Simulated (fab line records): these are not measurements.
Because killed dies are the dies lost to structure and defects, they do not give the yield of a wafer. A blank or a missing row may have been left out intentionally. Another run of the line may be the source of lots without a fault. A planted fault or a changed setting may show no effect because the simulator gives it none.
fab line records -- flow n5-finfet
[record] lots = 4, wafers = 12, last-day = 19
route steps=1938 shown BEOL_M4@1099 BEOL_M5@1112 BEOL_M10@1506 PASSIVATION@1936
lots with no fault: from the same line, run without faults
start-h: the number of hours between the record's first day and the start of the first shown wafer of the lot -- wait-h: hours elapsed since this lot's preceding step -- " the same as in the row above -- L1.1+2: a row that stands for several wafers -- - no value, or no start was given -- * or withheld: withheld -- < > ~ a bound
route shown NAME@n: NAME is a module with steps in the file, n the number in the route of the first one -- usual: average and standard deviation across the fault-free wafers -- same: alike in all rows -- chamber/n: place in a boat -- sites: per-site readings -- _std_site: standard deviation across them -- _edge_site: the outer-site mean with the inner-site mean subtracted -- radius-mm: for every site, how far away it sits from the centre of the wafer -- mask NAME#n: copy n -- behind: the last tool/chamber to shape the wafer -- hold: what put the lot on hold/how long, in hours/how the hold closed -- device: which transistor (n, p or np) failed to switch -- end of line: the route-end tests of the same wafers -- where a step has no rows: the recipe by itself -- killed: dies that structure and defects cost at the first sort, which is not the same as the wafer's yield -- map: a wafer's dies, marking killed ones x, the rest . and places with no die _
set.NAME: the setting that was run; set.NAME@STEP: the one run at that earlier step -- model.NAME: the simulator's own value behind a step, which no gauge read
lots seen at some steps along the route; tables by step, rows by wafer
services: a tool's chamber out of use, with start hour (start-h, from the record's first day; less than 0 if before it), hours out, and reason
[[steps]]
[step N5_BEOL_M4_ANNEAL_95]
[recipe] temp-c = 400, time-s = 240, ambient = vacuum
[step N5_BEOL_M4_SPUTTER_96]
[recipe] material = Cu, target-thk-a = 45, temp-c = -20, chamber-pressure-pa = 0.07, power-w = withheld, time-s = 8.29
[step N5_BEOL_M4_ECD_50]
[recipe] material = Cu, target-thk-a = 3000
[step N5_BEOL_M4_ANNEAL_51]
[recipe] temp-c = 225, time-s = 90, ambient = N2
[step N5_BEOL_M4_CMP_52]
[recipe] stop-on = SiOC, t-overpolish-s = 6.8, down-force-psi = 1, platen-rpm = 50, clearing-platen-down-force-psi = 1.5, clearing-platen-rpm = 50, post-cmp-clean = cu-alkaline, target-thk-nm = 40, clearing-platen-pad-velocity-m-s = 0.99484, pad-velocity-m-s = 0.99484
[step N5_BEOL_M4_PRE_CLEAN_60]
[recipe] gas = NH3/H2, time-s = 15, temp-c = *, rf-power-w = 300
[step N5_BEOL_M4_CO_CAP_55]
[recipe] material = Co, target-thk-a = 20, temp-c = 200, precursor = CCTBA/H2, pressure-torr = 30, time-s = 102.1
[step N5_BEOL_M4_PRE_CLEAN_56]
[recipe] gas = NH3, time-s = 15, temp-c = withheld, rf-power-w = 300
[step N5_BEOL_M4_DEP_57]
[recipe] material = SiCN, target-thk-a = 80, temp-c = withheld, precursor = 3MS/NH3, pressure-torr = 3, rf-w = 202, time-s = 14
[step N5_BEOL_M4_RC_MEAS_101]
[usual] DIBL_N = 36.3/2.2, DIBL_P = 36.0/2.4, IOFF_N = 0.16/0.042, IOFF_P = 0.22/0.041, ION_N = 672/14, ION_P = 462/7.9, SS_N = 71.7/0.76, SS_P = 73.3/0.72, VT_N = 250/3.6, VT_P = -249/3
lot.wafer,tool,chamber,start-h,wait-h,DIBL_N[mV/V],DIBL_P[mV/V],IOFF_N[nA/um],IOFF_P[nA/um],ION_N[uA/um],ION_P[uA/um],SS_N[mV/dec],SS_P[mV/dec],VT_N[mV],VT_P[mV]
L602.3,prober-02,0,243.75,0.3,34.7,34.9,0.15,0.21,669,467,71.2,73.2,248,-250
L602.4,prober-02,0,243.75,0.3,36.3,36.5,0.19,0.23,682,468,72.6,73.5,249,-248
L602.5,prober-02,0,243.75,0.3,37.1,37.6,0.20,0.26,679,465,72.4,72.7,246,-247
L612.1,prober-01,0,316.51,0.0,35.7,34.4,0.14,0.16,673,451,70.6,72.0,249,-257
L612.3,prober-01,0,316.51,0.0,39.9,40.0,0.23,0.26,690,457,72.3,73.8,244,-248
L612.4,prober-01,0,316.51,0.0,38.0,37.6,0.17,0.20,668,452,72.6,73.6,250,-256
L613.2,prober-02,0,334.07,0.2,37.4,38.5,0.18,0.21,685,464,71.3,73.4,246,-250
L613.4,prober-02,0,334.07,0.2,40.0,41.9,0.24,0.28,691,470,72.4,74.4,244,-251
L613.5,prober-02,0,334.07,0.2,38.7,40.5,0.21,0.24,692,465,71.8,73.6,245,-249
L611.1,prober-01,0,342.31,0.4,36.2,37.5,0.17,0.22,681,462,71.8,72.8,251,-248
L611.4,prober-01,0,342.31,0.4,35.7,36.7,0.17,0.21,677,462,71.1,73.6,250,-250
L611.5,prober-01,0,342.31,0.4,36.9,38.0,0.19,0.23,686,466,72.3,73.8,249,-248
[step N5_BEOL_M5_ILD_DEP_00]
[recipe] material = SiCOH_lowk, target-thk-a = 1406.4, temp-c = 300, precursor = DEMS/porogen, pressure-torr = 5, rf-w = 500, time-s = 25.9
[step N5_BEOL_M5_CURE_79]
[recipe] temp-c = 385, time-s = 240, ambient = He/Ar, material = SiCOH_lowk
[step N5_BEOL_M5_PECVD_70]
[recipe] material = SiO2, target-thk-a = 160, temp-c = 400, precursor = TEOS/O2, pressure-torr = 5.5, rf-w = 450, teos-flow-sccm = 53.8, gas = O2, flow-sccm = 3000, time-s = 18
[step N5_BEOL_M5_HM_DEP_02]
[recipe] material = TiN, target-thk-a = 200, temp-c = 25, chamber-pressure-pa = 0.49996
[step N5_BEOL_M5_COAT_59]
[recipe] resist = SOC, temp-c = 250, time-s = 60, spin-rpm = 1500, resist-thk-nm = 60
[step N5_BEOL_M5_COAT_60]
[recipe] resist = SiARC, temp-c = 220, time-s = 60, spin-rpm = 1500, resist-thk-nm = 12
[step N5_BEOL_M5_COAT_71]
[recipe] resist = underlayer, temp-c = 205, time-s = 60, spin-rpm = 1500, resist-thk-nm = 5
[step N5_BEOL_M5_COAT_05]
[recipe] resist = CAR-EUV, spin-rpm = 1500, resist-thk-nm = 30
[step N5_BEOL_M5_EBR_07]
[recipe] solvent = PGMEA, ebr-width-mm = 1.5
[step N5_BEOL_M5_SOFTBAKE_06]
[recipe] temp-c = 110, time-s = 60, resist = CAR-EUV
[step N5_BEOL_M5_EXPOSE_08]
[recipe] mask-id = M5, na = 0.33, source-shape = annular, sigma-inner = 0.4, sigma-outer = 0.8, polarization = unpolarized, target-cd-nm = 28, dose-mj = 35.75
[step N5_BEOL_M5_PEB_09]
[recipe] peb-temp-c = 100, peb-time-s = 60, resist = CAR-EUV
[step N5_BEOL_M5_DEVELOP_10]
[recipe] develop-time-s = 30, developer = TMAH, resist = CAR-EUV, rinse-liquid = surfactant-rinse, dry = air-spin, dev-temp-c = 23
[step N5_BEOL_M5_DESCUM_16]
[recipe] chemistry = O2, time-s = 7, source-power-w = 50, bias-power-w = 20, pressure-mtorr = 20, rf-frequency-hz = 2.712e+07, temp-c = 40, resist = CAR-EUV, o2-flow-sccm = 225
[step N5_BEOL_M5_ETCH_72]
[recipe] chemistry = N2/H2, target = underlayer, target-depth-a = 65, mask-material = CAR-EUV, time-s = 5.2, ion-energy-ev = 200, pressure-mtorr = 30, source-w = 840, bias-w = 150, n2-flow-sccm = 200, h2-flow-sccm = 200, ends = cleared
[step N5_BEOL_M5_ETCH_61]
[recipe] chemistry = CF4, target = SiARC, target-depth-a = 156, mask-material = CAR-EUV, time-s = 26, ion-energy-ev = 80, pressure-mtorr = 40, source-w = 545, bias-w = 36, Ar_flow_sccm = 100, cf4-flow-sccm = 100, ends = cleared
[step N5_BEOL_M5_ETCH_62]
[recipe] chemistry = N2/H2, target = SOC, target-depth-a = 750, overetch-a = 150, mask-material = SiARC, temp-c = 40, time-s = 112.5, ion-energy-ev = 200, pressure-mtorr = 30, source-w = 840, bias-w = 150, n2-flow-sccm = 200, h2-flow-sccm = 200
[step N5_BEOL_M5_STRIP_63]
[recipe] chemistry = N2/H2, temp-c = 40, n2-flow-sccm = 200, h2-flow-sccm = 200, rf-frequency-hz = 6e+07
[step N5_BEOL_M5_STRIP_73]
[recipe] chemistry = N2/H2, temp-c = 40, n2-flow-sccm = 200, h2-flow-sccm = 200, rf-frequency-hz = 6e+07
[step N5_BEOL_M5_STRIP_64]
[recipe] chemistry = CF4, resist = SiARC, power-w = 300, bias-power-w = 75, pressure-mtorr = 50, cf4-flow-sccm = 150, rf-frequency-hz = 6e+07
[step N5_BEOL_M5_HM_OPEN_17]
[recipe] chemistry = Cl2/BCl3, target-depth-a = 200, overetch-a = 60, target = TiN, mask-material = SOC, ion-energy-ev = 150, pressure-mtorr = 10, icp-w = 1000, bias-w = 126, Cl2_flow_sccm = 53.25, bcl3-flow-sccm = 21.75, Ar_flow_sccm = 25
[step N5_BEOL_M5_STRIP_19]
[recipe] chemistry = O2, power-w = 400, temp-c = 40, pressure-mtorr = 30, rf-frequency-hz = 6e+07, bias-power-w = 0, overash-fraction = 0.2, o2-flow-sccm = 225
[step N5_BEOL_M5_COAT_65]
[recipe] resist = SOC, temp-c = 250, time-s = 60, spin-rpm = 1500, resist-thk-nm = 60
[step N5_BEOL_M5_COAT_66]
[recipe] resist = SiARC, temp-c = 220, time-s = 60, spin-rpm = 1500, resist-thk-nm = 12
[step N5_BEOL_M10_ETCH_65]
[recipe] chemistry = CF4, target = SiARC, target-depth-a = 390, mask-material = CAR-ArF, time-s = 65, ion-energy-ev = 80, pressure-mtorr = 40, source-w = 545, bias-w = 36, Ar_flow_sccm = 100, cf4-flow-sccm = 100, ends = cleared
[usual] bias-w = 36.00/0.1, cf4-flow-sccm = 99.97/0.29, drypump-motor-current-A = 5.7/0.42, etch-rf-on-time-s = 65.7/1.5, oes-product-au = 0.69/0.084, rf-vpp-V = 184.3/1.3, showerhead-plenum-p-Torr = 2.16/0.084, throttle-valve-pct = 15.59/0.29
lot.wafer,tool,chamber,start-h,wait-h,bias-w,cf4-flow-sccm,drypump-motor-current-A,etch-rf-on-time-s,oes-product-au,rf-hours-counter-h,rf-vpp-V,showerhead-plenum-p-Torr,throttle-valve-pct,model.CAR-ArF_of_BEOL_M10_COAT_22.thk-nm
L602.3,rie-diel-05,2,297.99,0.0,35.86,100.48,6.1,65.0,0.61,221,185.0,2.19,15.89,55.2
L602.4,rie-diel-05,0,297.99,0.0,36.08,99.58,6.1,62.3,0.77,25,186.3,2.27,15.19,55.4
L602.5,rie-diel-05,3,297.99,0.0,35.90,99.74,6.1,63.9,0.59,-,183.1,2.02,15.72,55.4
L612.1,rie-diel-05,3,378.28,0.0,-,-,-,-,-,-,-,-,-,83.4
L612.3,rie-diel-05,0,378.28,0.0,-,-,-,-,-,-,-,-,-,83.2
L612.4,rie-diel-05,1,378.28,0.0,-,-,-,-,-,-,-,-,-,83.2
L613.2,rie-diel-05,0,397.47,0.0,36.18,99.84,6.1,62.9,0.72,60,185.3,2.26,15.25,55
L613.4,rie-diel-05,3,397.47,0.0,35.91,99.83,6.1,63.7,0.80,-,185.2,2.27,15.33,55.2
L613.5,rie-diel-05,1,397.47,0.0,36.03,100.08,5.5,65.7,0.72,-,182.5,2.09,15.46,55.2
L611.1,rie-diel-03,3,410.03,0.0,-,-,-,-,-,-,-,-,-,83.6
L611.4,rie-diel-03,2,410.03,0.0,-,-,-,-,-,-,-,-,-,83.6
L611.5,rie-diel-03,2,410.03,0.0,-,-,-,-,-,-,-,-,-,83.4
[step N5_BEOL_M10_ETCH_66]
[recipe] chemistry = N2/H2, target = SOC, target-depth-a = 1200, overetch-a = 240, mask-material = SiARC, temp-c = 40, time-s = 180, ion-energy-ev = 200, pressure-mtorr = 30, source-w = 840, bias-w = 150, n2-flow-sccm = 200, h2-flow-sccm = 200
[usual] bias-w = 150.0/0.44, chamber-pressure-mTorr = 29.998/0.025, drypump-motor-current-A = 5.7/0.42, oes-product-au = 0.66/0.074, rf-vpp-V = 524.6/3, showerhead-plenum-p-Torr = 2.57/0.11, temp-c = 40.00/0.1, throttle-valve-pct = 17.75/0.26
lot.wafer,tool,chamber,start-h,wait-h,bias-w,chamber-pressure-mTorr,drypump-motor-current-A,oes-product-au,rf-hours-counter-h,rf-vpp-V,showerhead-plenum-p-Torr,temp-c,throttle-valve-pct
L602.3,rie-diel-05,2,298.04,0.0,150.2,29.999,6.1,0.58,221,527.6,2.62,39.97,18.06
L602.4,rie-diel-05,0,298.04,0.0,149.4,30.013,6.1,0.71,25,530.2,2.70,39.95,17.43
L602.5,rie-diel-05,3,298.04,0.0,149.6,30.011,6.1,0.56,-,520.6,2.39,39.97,17.83
L612.1,rie-diel-05,3,378.33,0.0,149.3,29.993,6.1,0.35,16,527.5,2.70,40.03,17.39
L612.3,rie-diel-05,0,378.33,0.0,150.1,29.976,6.1,0.32,53,528.0,2.69,40.00,17.42
L612.4,rie-diel-05,1,378.33,0.0,149.8,30.015,5.5,0.32,35,522.0,2.47,40.12,17.45
L613.2,rie-diel-05,0,397.52,0.0,150.5,29.980,6.1,0.68,60,527.6,2.69,40.17,17.47
L613.4,rie-diel-05,3,397.52,0.0,150.3,29.988,6.1,0.74,-,529.4,2.70,40.10,17.46
L613.5,rie-diel-05,1,397.52,0.0,149.6,29.972,5.5,0.68,-,522.9,2.46,39.88,17.52
L611.1,rie-diel-03,3,410.08,0.0,149.9,30.014,5.1,0.34,20,527.4,2.70,39.98,17.56
L611.4,rie-diel-03,2,410.08,0.0,149.9,30.034,5.2,0.32,60,521.5,2.46,40.06,17.61
L611.5,rie-diel-03,2,410.08,0.0,149.3,30.012,5.2,0.31,-,522.4,2.46,40.05,17.61
[step N5_BEOL_M10_VIA_ETCH_34]
[recipe] chemistry = C4F6/O2, target = SiCOH_lowk, target-depth-a = 1845, mask-material = SOC, taper-deg = 4, time-s = 69.2, ion-energy-ev = 250, pressure-mtorr = 30, source-w = 345, bias-w = 185, Ar_flow_sccm = 300, C4F6_flow_sccm = 10, O2_flow_sccm = 10
[usual] C4F6_flow_sccm = 10.00/0.031, O2_flow_sccm = 9.999/0.027, drypump-motor-current-A = 5.7/0.42, oes-product-au = 0.81/0.097, rf-vpp-V = 666/13, showerhead-plenum-p-Torr = 2.87/0.11, throttle-valve-pct = 20.87/0.28
lot.wafer,tool,chamber,start-h,wait-h,C4F6_flow_sccm,O2_flow_sccm,drypump-motor-current-A,oes-product-au,rf-hours-counter-h,rf-vpp-V,showerhead-plenum-p-Torr,throttle-valve-pct
L602.3,rie-diel-05,2,298.17,0.0,9.98,9.941,6.2,0.70,221,679,2.93,21.16
L602.4,rie-diel-05,0,298.17,0.0,9.94,10.054,6.1,0.89,25,652,3.02,20.54
L602.5,rie-diel-05,3,298.17,0.0,10.05,9.977,6.1,0.69,-,641,2.67,20.84
L612.1,rie-diel-05,3,378.46,0.0,10.03,9.994,6.1,0.35,16,651,3.00,20.35
L612.3,rie-diel-05,0,378.46,0.0,10.03,9.995,6.1,0.32,53,652,3.01,20.40
L612.4,rie-diel-05,1,378.46,0.0,10.00,10.030,5.5,0.31,35,651,2.77,20.53
L613.2,rie-diel-05,0,397.65,0.0,9.99,9.983,6.1,0.84,60,654,3.01,20.56
L613.4,rie-diel-05,3,397.65,0.0,9.94,9.962,6.1,0.92,-,649,3.00,20.53
L613.5,rie-diel-05,1,397.65,0.0,9.95,9.990,5.5,0.84,-,650,2.77,20.70
L611.1,rie-diel-03,3,410.21,0.0,10.02,10.055,5.2,0.34,20,677,3.01,20.67
L611.4,rie-diel-03,2,410.21,0.0,10.05,9.978,5.2,0.31,61,660,2.79,20.86
L611.5,rie-diel-03,2,410.21,0.0,10.00,9.987,5.2,0.31,-,659,2.79,20.86
[step N5_PASSIVATION_PROBE_49]
[usual] defect-limited-yield = 91.3/1.7, killed_at_M0_to_M3 = 33/9.9, killed_at_M4_up = 14/6.4, killed-at-contacts = 12/7, killed-at-front-end = 41/13, killed-at-other = 3.1/2.9, killed-dies = 103/20, killed-on-rim = 13/4, killed-open = 67/14, killed-short = 34/9.4, sort_bin_5_function = 5.1/1.1, sort_bin_6_memory = 3.2/0.79, sort-n-pass = 1077/21, sort-yield-pct = 91.2/1.7
[same] gross-dies = 1180, killed-at-back-side = 0, sort_bin_4_leakage[%] = 0, sort_bin_8_speed[%] = 0
lot.wafer,tool,chamber,start-h,wait-h,defect-limited-yield[%],killed_at_M0_to_M3,killed_at_M4_up,killed-at-contacts,killed-at-front-end,killed-at-other,killed-dies,killed-on-rim,killed-open,killed-short,sort_bin_5_function[%],sort_bin_6_memory[%],sort-n-pass,sort-yield-pct[%]
L602.3,prober-01,-,345.55,0.1,88.6,33,33,15,49,5,135,18,91,36,6.4,4.1,1045,88.6
L602.4,prober-01,-,345.60,0.2,91.9,24,24,19,27,1,95,18,74,20,4.8,2.9,1085,91.9
L602.5,prober-01,-,345.65,0.2,92.0,24,12,14,41,3,94,14,64,27,5.0,2.5,1086,92.0
L612.1,prober-01,-,437.68,0.0,0,25,1102,10,42,1,1180,152,68,24,97.6,2.3,0,0
L612.3,prober-01,-,437.78,0.1,0,26,1085,17,49,3,1180,152,60,40,96.8,2.7,0,0
L612.4,prober-01,-,437.83,0.2,0,23,1103,8,43,3,1180,152,68,26,96.7,3.0,0,0
L613.2,prober-02,-,461.85,0.1,92.5,28,14,9,36,2,89,13,61,26,4.2,2.9,1091,92.5
L613.4,prober-02,-,461.95,0.2,90.3,33,17,10,49,6,115,14,80,35,5.9,3.4,1065,90.3
L613.5,prober-02,-,462.00,0.2,91.3,38,18,2,42,3,103,11,68,32,5.4,2.9,1077,91.3
L611.1,prober-01,-,467.40,0.0,0,26,1101,3,50,0,1180,152,69,32,96.1,3.5,0,0
L611.4,prober-01,-,467.55,0.2,0,44,1070,14,50,2,1180,152,84,43,96.0,3.6,0,0
L611.5,prober-01,-,467.60,0.2,0,23,1095,7,54,1,1180,152,75,28,96.9,2.8,0,0
// killed by level:class
L602.3 BEOL_M4:geometric-particle:open=16 MOL_CONTACT_COAG:geometric-particle:open=13 DUMMY_GATE:geometric-particle:open=12 BEOL_M0_SAQP:geometric-particle:short=9 BEOL_M1:geometric-particle:open=8 STARTING-WAFER:geometric-particle:short=7 BEOL_M0_SAQP:geometric-particle:open=7 BEOL_M2:geometric-particle:open=6
L602.4 MOL_CONTACT_COAG:geometric-particle:open=13 BEOL_M4:geometric-particle:open=11 FIN_SAQP:geometric-particle:open=8 BEOL_M3:geometric-particle:open=7 DUMMY_GATE:geometric-particle:open=6 BEOL_M0_SAQP:geometric-particle:short=6 MOL_CONTACT_COAG:geometric-particle:short=5 BEOL_M5:geometric-particle:open=5
L602.5 FIN_SAQP:geometric-particle:open=13 MOL_CONTACT_COAG:geometric-particle:open=12 BEOL_M2:geometric-particle:open=8 FIN_SAQP:geometric-particle:short=6 BEOL_M0_SAQP:geometric-particle:open=5 BEOL_M4:geometric-particle:open=5 STI_FIN_REVEAL:geometric-particle:open=4 BEOL_M0_SAQP:geometric-particle:short=4
L612.1 BEOL_M10:area-etch=1086 FIN_SAQP:geometric-particle:open=16 FIN_SAQP:geometric-particle:short=9 STI_FIN_REVEAL:geometric-particle:open=9 MOL_CONTACT_COAG:geometric-particle:open=8 BEOL_M0_SAQP:geometric-particle:open=8 BEOL_M0_SAQP:geometric-particle:short=7 BEOL_M4:geometric-particle:open=6
L612.3 BEOL_M10:area-etch=1079 MOL_CONTACT_COAG:geometric-particle:open=14 STI_FIN_REVEAL:geometric-particle:open=13 BEOL_M0_SAQP:geometric-particle:short=11 FIN_SAQP:geometric-particle:open=9 FIN_SAQP:geometric-particle:short=8 STARTING-WAFER:geometric-particle:short=5 DUMMY_GATE:geometric-particle:open=3
L612.4 BEOL_M10:area-etch=1086 FIN_SAQP:geometric-particle:open=14 STI_FIN_REVEAL:geometric-particle:open=9 BEOL_M0:geometric-particle:open=6 MOL_CONTACT_COAG:geometric-particle:open=5 BEOL_M0_SAQP:geometric-particle:short=5 GATE_CUT:geometric-particle:short=4 BEOL_M0_SAQP:geometric-particle:open=4
L613.2 FIN_SAQP:geometric-particle:open=9 FIN_SAQP:geometric-particle:short=7 STI_FIN_REVEAL:geometric-particle:open=7 MOL_CONTACT_COAG:geometric-particle:open=7 BEOL_M1:geometric-particle:open=5 BEOL_M2:geometric-particle:open=5 BEOL_M5:geometric-particle:open=5 BEOL_M2:geometric-particle:short=4
L613.4 FIN_SAQP:geometric-particle:open=16 BEOL_M0_SAQP:geometric-particle:open=9 BEOL_M1:geometric-particle:open=9 MOL_CONTACT_COAG:geometric-particle:open=8 STI_FIN_REVEAL:geometric-particle:open=7 FIN_SAQP:geometric-particle:short=6 BEOL_M0_SAQP:geometric-particle:short=6 DUMMY_GATE:geometric-particle:open=5
L613.5 BEOL_M0_SAQP:geometric-particle:open=13 BEOL_M0_SAQP:geometric-particle:short=10 BEOL_M4:geometric-particle:open=7 STI_FIN_REVEAL:geometric-particle:open=6 BEOL_M3:geometric-particle:open=6 DUMMY_GATE:geometric-particle:open=5 BEOL_M1:geometric-particle:open=5 FIN_SAQP:geometric-particle:short=4
L611.1 BEOL_M10:area-etch=1079 BEOL_M4:geometric-particle:open=16 STI_FIN_REVEAL:geometric-particle:open=15 BEOL_M3:geometric-particle:open=10 FIN_SAQP:geometric-particle:short=6 BEOL_M1:geometric-particle:open=6 DUMMY_GATE:geometric-particle:open=5 BEOL_M0_SAQP:geometric-particle:short=5
L611.4 BEOL_M10:area-etch=1053 STI_FIN_REVEAL:geometric-particle:open=18 MOL_CONTACT_COAG:geometric-particle:open=10 BEOL_M1:geometric-particle:open=10 BEOL_M3:geometric-particle:open=10 FIN_SAQP:geometric-particle:open=8 BEOL_M1:geometric-particle:short=8 BEOL_M4:geometric-particle:open=8
L611.5 BEOL_M10:area-etch=1076 STI_FIN_REVEAL:geometric-particle:open=12 FIN_SAQP:geometric-particle:open=10 BEOL_M3:geometric-particle:open=10 FIN_SAQP:geometric-particle:short=9 BEOL_M4:geometric-particle:open=9 DUMMY_GATE:geometric-particle:open=6 MOL_CONTACT_COAG:geometric-particle:open=6
// map L611.1 (x killed, . not)
_________________xxxxxxxxxxxx________________
______________xxxxxxxxxxxxxxxxxx_____________
___________xxxxxxxxxxxxxxxxxxxxxxxx__________
__________xxxxxxxxxxxxxxxxxxxxxxxxxx_________
________xxxxxxxxxxxxxxxxxxxxxxxxxxxxxx_______
_______xxxxxxxxxxxxxxxxxxxxxxxxxxxxxxxx______
______xxxxxxxxxxxxxxxxxxxxxxxxxxxxxxxxxx_____
_____xxxxxxxxxxxxxxxxxxxxxxxxxxxxxxxxxxxx____
____xxxxxxxxxxxxxxxxxxxxxxxxxxxxxxxxxxxxxx___
___xxxxxxxxxxxxxxxxxxxxxxxxxxxxxxxxxxxxxxxx__
___xxxxxxxxxxxxxxxxxxxxxxxxxxxxxxxxxxxxxxxx__
__xxxxxxxxxxxxxxxxxxxxxxxxxxxxxxxxxxxxxxxxxx_
__xxxxxxxxxxxxxxxxxxxxxxxxxxxxxxxxxxxxxxxxxx_
_xxxxxxxxxxxxxxxxxxxxxxxxxxxxxxxxxxxxxxxxxxxx
_xxxxxxxxxxxxxxxxxxxxxxxxxxxxxxxxxxxxxxxxxxxx
_xxxxxxxxxxxxxxxxxxxxxxxxxxxxxxxxxxxxxxxxxxxx
_xxxxxxxxxxxxxxxxxxxxxxxxxxxxxxxxxxxxxxxxxxxx
_xxxxxxxxxxxxxxxxxxxxxxxxxxxxxxxxxxxxxxxxxxxx
_xxxxxxxxxxxxxxxxxxxxxxxxxxxxxxxxxxxxxxxxxxxx
_xxxxxxxxxxxxxxxxxxxxxxxxxxxxxxxxxxxxxxxxxxxx
_xxxxxxxxxxxxxxxxxxxxxxxxxxxxxxxxxxxxxxxxxxxx
__xxxxxxxxxxxxxxxxxxxxxxxxxxxxxxxxxxxxxxxxxx_
__xxxxxxxxxxxxxxxxxxxxxxxxxxxxxxxxxxxxxxxxxx_
___xxxxxxxxxxxxxxxxxxxxxxxxxxxxxxxxxxxxxxxx__
___xxxxxxxxxxxxxxxxxxxxxxxxxxxxxxxxxxxxxxxx__
____xxxxxxxxxxxxxxxxxxxxxxxxxxxxxxxxxxxxxx___
_____xxxxxxxxxxxxxxxxxxxxxxxxxxxxxxxxxxxx____
______xxxxxxxxxxxxxxxxxxxxxxxxxxxxxxxxxx_____
_______xxxxxxxxxxxxxxxxxxxxxxxxxxxxxxxx______
________xxxxxxxxxxxxxxxxxxxxxxxxxxxxxx_______
__________xxxxxxxxxxxxxxxxxxxxxxxxxx_________
___________xxxxxxxxxxxxxxxxxxxxxxxx__________
______________xxxxxxxxxxxxxxxxxx_____________
_________________xxxxxxxxxxxx________________
// map L612.1 (x killed, . not)
_________________xxxxxxxxxxxx________________
______________xxxxxxxxxxxxxxxxxx_____________
___________xxxxxxxxxxxxxxxxxxxxxxxx__________
__________xxxxxxxxxxxxxxxxxxxxxxxxxx_________
________xxxxxxxxxxxxxxxxxxxxxxxxxxxxxx_______
_______xxxxxxxxxxxxxxxxxxxxxxxxxxxxxxxx______
______xxxxxxxxxxxxxxxxxxxxxxxxxxxxxxxxxx_____
_____xxxxxxxxxxxxxxxxxxxxxxxxxxxxxxxxxxxx____
____xxxxxxxxxxxxxxxxxxxxxxxxxxxxxxxxxxxxxx___
___xxxxxxxxxxxxxxxxxxxxxxxxxxxxxxxxxxxxxxxx__
___xxxxxxxxxxxxxxxxxxxxxxxxxxxxxxxxxxxxxxxx__
__xxxxxxxxxxxxxxxxxxxxxxxxxxxxxxxxxxxxxxxxxx_
__xxxxxxxxxxxxxxxxxxxxxxxxxxxxxxxxxxxxxxxxxx_
_xxxxxxxxxxxxxxxxxxxxxxxxxxxxxxxxxxxxxxxxxxxx
_xxxxxxxxxxxxxxxxxxxxxxxxxxxxxxxxxxxxxxxxxxxx
_xxxxxxxxxxxxxxxxxxxxxxxxxxxxxxxxxxxxxxxxxxxx
_xxxxxxxxxxxxxxxxxxxxxxxxxxxxxxxxxxxxxxxxxxxx
_xxxxxxxxxxxxxxxxxxxxxxxxxxxxxxxxxxxxxxxxxxxx
_xxxxxxxxxxxxxxxxxxxxxxxxxxxxxxxxxxxxxxxxxxxx
_xxxxxxxxxxxxxxxxxxxxxxxxxxxxxxxxxxxxxxxxxxxx
_xxxxxxxxxxxxxxxxxxxxxxxxxxxxxxxxxxxxxxxxxxxx
__xxxxxxxxxxxxxxxxxxxxxxxxxxxxxxxxxxxxxxxxxx_
__xxxxxxxxxxxxxxxxxxxxxxxxxxxxxxxxxxxxxxxxxx_
___xxxxxxxxxxxxxxxxxxxxxxxxxxxxxxxxxxxxxxxx__
___xxxxxxxxxxxxxxxxxxxxxxxxxxxxxxxxxxxxxxxx__
____xxxxxxxxxxxxxxxxxxxxxxxxxxxxxxxxxxxxxx___
_____xxxxxxxxxxxxxxxxxxxxxxxxxxxxxxxxxxxx____
______xxxxxxxxxxxxxxxxxxxxxxxxxxxxxxxxxx_____
_______xxxxxxxxxxxxxxxxxxxxxxxxxxxxxxxx______
________xxxxxxxxxxxxxxxxxxxxxxxxxxxxxx_______
__________xxxxxxxxxxxxxxxxxxxxxxxxxx_________
___________xxxxxxxxxxxxxxxxxxxxxxxx__________
______________xxxxxxxxxxxxxxxxxx_____________
_________________xxxxxxxxxxxx________________
[[services]]
tool,chamber,start-h,hours,kind
rie-diel-03,1,289.50,8.2,repair
rie-diel-05,3,299.94,-,clean
rie-diel-05,3,299.94,-,consumable-replace:focus-ring
rie-diel-05,3,299.94,-,consumable-replace:showerhead
rie-diel-05,3,299.94,23.6,scheduled-down
rie-diel-05,3,299.94,23.6,vent-cycle
rie-diel-03,0,302.02,-,clean
rie-diel-03,0,302.02,-,consumable-replace:focus-ring
rie-diel-03,0,302.02,32.1,scheduled-down
rie-diel-03,0,302.02,32.1,vent-cycle
rie-diel-05,1,308.63,4.9,repair
rie-diel-03,2,309.62,9.7,repair
rie-diel-05,1,329.31,1.2,repair
rie-diel-03,3,337.18,-,clean
rie-diel-03,3,337.18,-,consumable-replace:focus-ring
rie-diel-03,3,337.18,-,consumable-replace:showerhead
rie-diel-05,2,384.30,-,clean
rie-diel-05,2,384.30,-,consumable-replace:focus-ring
rie-diel-05,2,384.30,14.9,scheduled-down
rie-diel-05,2,384.30,14.9,vent-cycle
[[key]]
[first-sign] step = N5_BEOL_M10_ETCH_65, reading = tool-record, direction = missing
[effect] step = N5_BEOL_M10_ETCH_66, reading = oes-product-au, direction = down, sigmas = 4.5, usual = 0.66, struck = 0.33
[effect] step = N5_BEOL_M10_VIA_ETCH_34, reading = oes-product-au, direction = down, sigmas = 5, usual = 0.81, struck = 0.32
[effect] step = N5_PASSIVATION_PROBE_49, reading = killed_at_M4_up, direction = up, sigmas = 99+, usual = 14, struck = 1093
[model-effect] step = N5_BEOL_M10_ETCH_65, value = CAR-ArF_of_BEOL_M10_COAT_22.thk-nm, without = 55.4, struck = 83.4
[more-kills-born-at] N5_BEOL_M10_ETCH_65@rie-diel-05 = 3251, N5_BEOL_M10_ETCH_65@rie-diel-03 = 3208
met-at N5_BEOL_M10_ETCH_65
struck-wafers L611.1,L611.4,L611.5,L612.1,L612.3,L612.4
later-rows-left-out L611.1,L611.4,L611.5,L612.1,L612.3,L612.4
onset-between 297.99 378.28
[fault] kind = skipped-step-whole, tool = rie-diel-03,rie-diel-05, chamber = -, onset-h = 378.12, steps = N5_BEOL_M10_ETCH_65, scope = struck-lots-only
// later-rows-left-out: the simulator's readings of these wafers behind a module that went badly wrong aren't trusted and aren't shown, but for the sort
